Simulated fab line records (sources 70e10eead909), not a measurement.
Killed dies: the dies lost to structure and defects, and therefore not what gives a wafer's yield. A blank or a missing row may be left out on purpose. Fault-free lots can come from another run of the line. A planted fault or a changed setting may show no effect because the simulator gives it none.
What tool caused it? + flow nand_harc + 11 lots with 33 wafers sampled at 6 steps, on a route of 1159 steps

## WHAT THE GAUGES SHOWED, per wafer
NHARC_A_CONTACT_CD_MEAS_08 targets a cd of 100 nm. Usual: cd_nm at 100.0 nm, with a standard deviation of 0.51.
| lot  | measured     | on        | cd_nm (nm)       | flag |
|------|--------------|-----------|------------------|------|
| L694 | day 17 02:10 | cd_sem-01 | 99.3 100.3 100.4 |      |
| L695 | day 17 04:26 | cd_sem-01 | 99.5 100.0 100.0 |      |
| L698 | day 17 09:34 | cd_sem-03 | 100.5 99.9 100.3 |      |
| L699 | day 18 09:52 | cd_sem-03 | 102.1 99.9 100.5 |      |
| L702 | day 18 23:47 | cd_sem-03 | 99.6 99.0 99.8   |      |
| L704 | day 19 10:17 | cd_sem-03 | 99.1 99.2 99.5   |      |
| L705 | day 20 08:02 | cd_sem-01 | 100.2 100.3 99.9 |      |
| L710 | day 21 04:08 | cd_sem-03 | 99.0 100.1 100.1 |      |
| L717 | day 22 10:45 | cd_sem-01 | 100.2 98.9 100.4 |      |
| L716 | day 22 14:50 | cd_sem-03 | 99.1 100.2 100.8 |      |
| L714 | day 22 19:06 | cd_sem-01 | 100.0 100.3 99.9 |      |

NHARC_END_SORT_01. Usual: killed_at_array 27, standard deviation 11; killed_at_other 0.6, standard deviation 0.89; killed_at_periphery 3.0, standard deviation 2.4; killed_dies 31, standard deviation 12; killed_open 3.2, standard deviation 1.6; killed_short 2.0, standard deviation 1.5.
| lot  | measured     | on        | killed_at_array | killed_at_other | killed_at_periphery | killed_dies | killed_open | killed_short | flag |
|------|--------------|-----------|-----------------|-----------------|---------------------|-------------|-------------|--------------|------|
| L704 | day 22 15:55 | prober-01 | 83 115 88       | 1 0 0           | 3 3 4               | 87 118 92   | 5 2 3       | 2 2 6        | OFF  |
| L705 | day 23 13:07 | prober-02 | 94 91 95        | 0 0 0           | 1 1 2               | 95 92 97    | 3 4 2       | 1 0 3        | OFF  |

## EACH LOT AND THE TOOL THAT RAN IT (in order: tool; ch and the chambers of the sampled wafers; start)
| lot  | NHARC_A_CONTACT_ETCH_130             | NHARC_A_CONTACT_ETCH_133             | NHARC_A_CONTACT_DESCUM_13          | NHARC_A_CONTACT_ETCH_134             |
|------|--------------------------------------|--------------------------------------|------------------------------------|--------------------------------------|
| L694 | har_cap_etch-01 ch 0,1, day 16 21:46 | har_cap_etch-01 ch 0,1, day 16 22:11 | rie_diel-05 ch 0,1,3, day 17 02:22 | har_cap_etch-02 ch 0,1, day 17 03:23 |
| L695 | har_cap_etch-01 ch 0,1, day 16 23:25 | har_cap_etch-01 ch 0,1, day 16 23:53 | rie_diel-05 ch 0,1, day 17 04:37   | har_cap_etch-01 ch 0,1, day 17 05:41 |
| L698 | har_cap_etch-03 ch 0,1, day 17 05:13 | har_cap_etch-03 ch 0,1, day 17 05:38 | rie_diel-02 ch 0,2, day 17 09:45   | har_cap_etch-01 ch 0,1, day 17 10:47 |
| L699 | har_cap_etch-02 ch 0,1, day 18 04:44 | har_cap_etch-02 ch 0,1, day 18 05:11 | rie_diel-13 ch 0,1,2, day 18 10:02 | har_cap_etch-03 ch 0,1, day 18 11:02 |
| L702 | har_cap_etch-02 ch 0,1, day 18 19:13 | har_cap_etch-02 ch 0,1, day 18 19:38 | rie_diel-05 ch 1,2,3, day 18 23:59 | har_cap_etch-02 ch 0,1, day 19 00:59 |
| L704 | har_cap_etch-02 ch 0,1, day 19 05:46 | har_cap_etch-02 ch 0,1, day 19 06:14 | rie_diel-05 ch 1,2,3, day 19 14:48 | har_cap_etch-02 ch 0,1, day 19 16:16 |
| L705 | har_cap_etch-02 ch 0,1, day 20 03:53 | har_cap_etch-02 ch 0,1, day 20 04:22 | rie_diel-02 ch 1,2, day 20 09:10   | har_cap_etch-03 ch 0,1, day 20 10:17 |
| L710 | har_cap_etch-01 ch 0, day 20 22:36   | har_cap_etch-01 ch 0, day 20 23:03   | rie_diel-13 ch 0,1,2, day 21 04:20 | har_cap_etch-03 ch 0,1, day 21 05:20 |
| L717 | har_cap_etch-01 ch 0,1, day 22 06:19 | har_cap_etch-01 ch 0,1, day 22 06:44 | rie_diel-05 ch 0,3, day 22 10:56   | har_cap_etch-03 ch 0,1, day 22 11:58 |
| L716 | har_cap_etch-03 ch 0,1, day 22 09:05 | har_cap_etch-03 ch 0,1, day 22 09:34 | rie_diel-02 ch 0,1, day 22 15:01   | har_cap_etch-03 ch 0,1, day 22 17:10 |
| L714 | har_cap_etch-01 ch 0,1, day 22 10:29 | har_cap_etch-01 ch 0,1, day 22 10:56 | rie_diel-13 ch 0,1,3, day 22 19:17 | har_cap_etch-03 ch 0,1, day 22 20:22 |
- NHARC_A_CONTACT_ETCH_130: etches the open film in C4F8/O2/Ar, time 155 s, target depth 956 nm.
- NHARC_A_CONTACT_ETCH_133: etches the open film in C4F8/O2/Ar, time 195 s, target depth 840 nm.
- NHARC_A_CONTACT_DESCUM_13: chemistry O2, time 3 s.
- NHARC_A_CONTACT_ETCH_134: etches the open film in C4F8/O2/Ar, time 140 s, target depth 700 nm.

## AS READ BY THE TOOLS THEMSELVES (means over the sampled wafers that have a number; for cases with no such wafer, the mark the record gives instead)
NHARC_A_CONTACT_ETCH_130. Usual: chamber_pressure_mTorr 20.002 mTorr, standard deviation 0.018; oes_air_line_au 0.999 a.u., standard deviation 0.019.
| lot  | tool            | chamber_pressure_mTorr (mTorr) | oes_air_line_au (a.u.) | flag |
|------|-----------------|--------------------------------|------------------------|------|
| L694 | har_cap_etch-01 | 20.005                         | 0.999                  |      |
| L695 | har_cap_etch-01 | 20.023                         | 1.021                  |      |
| L698 | har_cap_etch-03 | 20.007                         | 1.009                  |      |
| L699 | har_cap_etch-02 | 19.998                         | 1.002                  |      |
| L702 | har_cap_etch-02 | 19.992                         | 1.008                  |      |
| L704 | har_cap_etch-02 | 19.990                         | 0.986                  |      |
| L705 | har_cap_etch-02 | 20.010                         | 0.988                  |      |
| L710 | har_cap_etch-01 | 20.009                         | 0.991                  |      |
| L717 | har_cap_etch-01 | 20.018                         | 0.991                  |      |
| L716 | har_cap_etch-03 | 20.006                         | 1.010                  |      |
| L714 | har_cap_etch-01 | 20.007                         | 1.006                  |      |

NHARC_A_CONTACT_ETCH_133. Usual: chamber_pressure_mTorr 20.000 mTorr, standard deviation 0.017; oes_air_line_au 1.002 a.u., standard deviation 0.021.
| lot  | tool            | chamber_pressure_mTorr (mTorr) | oes_air_line_au (a.u.) | flag |
|------|-----------------|--------------------------------|------------------------|------|
| L694 | har_cap_etch-01 | 20.015                         | 0.996                  |      |
| L695 | har_cap_etch-01 | 20.008                         | 1.001                  |      |
| L698 | har_cap_etch-03 | 19.997                         | 0.988                  |      |
| L699 | har_cap_etch-02 | 20.000                         | 1.012                  |      |
| L702 | har_cap_etch-02 | 20.002                         | 1.020                  |      |
| L704 | har_cap_etch-02 | 19.997                         | 1.000                  |      |
| L705 | har_cap_etch-02 | 20.003                         | 1.013                  |      |
| L710 | har_cap_etch-01 | 19.996                         | 0.989                  |      |
| L717 | har_cap_etch-01 | 19.980                         | 0.976                  |      |
| L716 | har_cap_etch-03 | 20.000                         | 1.015                  |      |
| L714 | har_cap_etch-01 | 20.003                         | 1.012                  |      |

NHARC_A_CONTACT_DESCUM_13. Usual: chamber_pressure_mTorr 60.00 mTorr, standard deviation 0.059; drypump_motor_current_A 5.7 A, standard deviation 0.45; oes_product_au 1.000 a.u., standard deviation 0.012; rf_vpp_V 57.7 V, standard deviation 0.88; showerhead_plenum_p_Torr 1.86 Torr, standard deviation 0.08; throttle_valve_pct 11.313 %, standard deviation 0.0082.
| lot  | tool        | chamber_pressure_mTorr (mTorr) | drypump_motor_current_A (A) | oes_product_au (a.u.) | rf_vpp_V (V) | showerhead_plenum_p_Torr (Torr) | throttle_valve_pct (%) | flag |
|------|-------------|--------------------------------|-----------------------------|-----------------------|--------------|---------------------------------|------------------------|------|
| L694 | rie_diel-05 | 60.02                          | 5.6                         | 0.993                 | 58.0         | 1.86                            | 11.318                 |      |
| L695 | rie_diel-05 | 60.00                          | 5.6                         | 1.002                 | 57.7         | 1.79                            | 11.318                 |      |
| L698 | rie_diel-02 | 60.00                          | 5.7                         | 1.008                 | 58.2         | 1.92                            | 11.315                 |      |
| L699 | rie_diel-13 | 60.02                          | 5.5                         | 1.000                 | 58.2         | 1.85                            | 11.307                 |      |
| L702 | rie_diel-05 | 60.04                          | 5.8                         | 0.989                 | 57.3         | 1.86                            | 11.321                 |      |
| L704 | rie_diel-05 | 59.97                          | 5.8                         | 0.994                 | 58.1         | 1.86                            | 11.312                 |      |
| L705 | rie_diel-02 | 60.00                          | 5.6                         | 1.010                 | 57.3         | 1.95                            | 11.313                 |      |
| L710 | rie_diel-13 | 60.01                          | 5.5                         | 1.014                 | 56.8         | 1.84                            | 11.311                 |      |
| L717 | rie_diel-05 | 60.04                          | 5.7                         | 0.988                 | 57.3         | 1.91                            | 11.316                 |      |
| L716 | rie_diel-02 | 59.98                          | 6.1                         | 1.002                 | 57.4         | 1.95                            | 11.306                 |      |
| L714 | rie_diel-13 | 59.95                          | 5.5                         | 0.997                 | 57.9         | 1.87                            | 11.318                 |      |

NHARC_A_CONTACT_ETCH_134. Usual: chamber_pressure_mTorr 19.999 mTorr, standard deviation 0.018; oes_air_line_au 1.003 a.u., standard deviation 0.02.
| lot  | tool            | chamber_pressure_mTorr (mTorr) | oes_air_line_au (a.u.) | flag |
|------|-----------------|--------------------------------|------------------------|------|
| L694 | har_cap_etch-02 | 19.992                         | 0.993                  |      |
| L695 | har_cap_etch-01 | 20.003                         | 1.013                  |      |
| L698 | har_cap_etch-01 | 19.999                         | 0.995                  |      |
| L699 | har_cap_etch-03 | 20.005                         | 1.010                  |      |
| L702 | har_cap_etch-02 | 19.996                         | 1.011                  |      |
| L704 | har_cap_etch-02 | 19.987                         | 1.005                  |      |
| L705 | har_cap_etch-03 | 20.005                         | 1.015                  |      |
| L710 | har_cap_etch-03 | 20.003                         | 1.012                  |      |
| L717 | har_cap_etch-03 | 20.000                         | 1.021                  |      |
| L716 | har_cap_etch-03 | 20.007                         | 1.004                  |      |
| L714 | har_cap_etch-03 | 19.996                         | 0.987                  |      |

## THE ANSWER, worked out from the rows above alone
Rule: a lot counts as off when the mean over its wafers that have a number is more than 3 standard deviations away from the usual mean. A lot without any number at a reading at which 4 lots or more have one is off too. The other lots that the step has rows for count as sound. First the gauges in route order, then the tools' own readings, where a lot's mean is used as printed above. The first step at which some lot is off is used, and at that step the reading that is off furthest; a lot without a number counts as furthest.
Off: L704, L705, at NHARC_END_SORT_01 (killed_at_array). Neither off nor sound, because the step has no rows for them: L694, L695, L698, L699, L702, L710, L717, L716, L714.
A tool fits if, at a process step before that reading, it ran every lot that is off, and no sound lot after the first of them. Those tools and the gauges at NHARC_END_SORT_01 are tried in the same way. One candidate fits, namely har_cap_etch-02 at NHARC_A_CONTACT_ETCH_130 and NHARC_A_CONTACT_ETCH_133. It ran no sound lot before its first lot that is off in this sample, so the start can't be narrowed down.

## WHAT THE SIMULATOR HAD INSERTED
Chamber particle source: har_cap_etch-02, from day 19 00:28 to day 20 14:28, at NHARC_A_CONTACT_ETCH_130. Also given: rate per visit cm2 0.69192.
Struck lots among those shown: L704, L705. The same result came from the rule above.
